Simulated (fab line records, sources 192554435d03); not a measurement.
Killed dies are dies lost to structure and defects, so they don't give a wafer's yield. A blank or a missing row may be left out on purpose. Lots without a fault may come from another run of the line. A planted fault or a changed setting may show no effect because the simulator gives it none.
Chamber matching | flow n5_finfet | N5_FIN_SAQP_ETCH_51 on rie_diel-01: 4 sister chambers
The step etches SiARC in CF4, target depth 45.5 nm, time 75.8 s. 8 wafers are shown with their chamber, then 7 later ones without.

WAFERS WITH THEIR CHAMBER
wafer  | chamber | drypump_motor_current_A (A) | throttle_valve_pct (%)
L074.2 | 2       | 5.1                         | 16.04
L076.1 | 2       | 5.1                         | 16.03
L077.5 | 0       | 6.5                         | 15.29
L078.2 | 1       | 5.7                         | 15.52
L078.3 | 3       | 5.7                         | 15.56
L078.5 | 3       | 5.7                         | 15.54
L080.1 | 1       | 5.8                         | 15.53
L080.2 | 0       | 6.5                         | 15.29

WAFERS WITHOUT THEIR CHAMBER
wafer  | drypump_motor_current_A (A) | throttle_valve_pct (%)
L080.4 | 5.0                         | 16.05
L088.1 | 6.5                         | 15.33
L088.3 | 5.7                         | 15.59
L088.6 | 5.7                         | 15.56
L091.2 | 6.5                         | 15.36
L091.3 | 5.7                         | 15.60
L091.5 | 6.5                         | 15.36

WHICH CHAMBER EACH WENT THROUGH
wafer  | from the rows above | in truth
L080.4 | 2                   | 2
L088.1 | 0                   | 0
L088.3 | 3                   | 3
L088.6 | 3                   | 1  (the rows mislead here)
L091.2 | 0                   | 0
L091.3 | 3                   | 3
L091.5 | 0                   | 0
Placed correctly: 6 of 7. Can't be placed from these rows: 0. Placed wrongly: 1.
How it was worked out, from the rows above alone: a wafer's distance from a chamber is the root of the sum, over the readings, of the square of ((its reading less the chamber's mean) divided by the reading's scatter). The wafer belongs to the nearest chamber; if the next one is less than 2 further off, it can't be placed. A chamber's mean is the mean of its shown wafers. The scatter: the root of (the sum of the squares of (reading less its chamber's mean) over the shown wafers, divided by (wafers less chambers)).
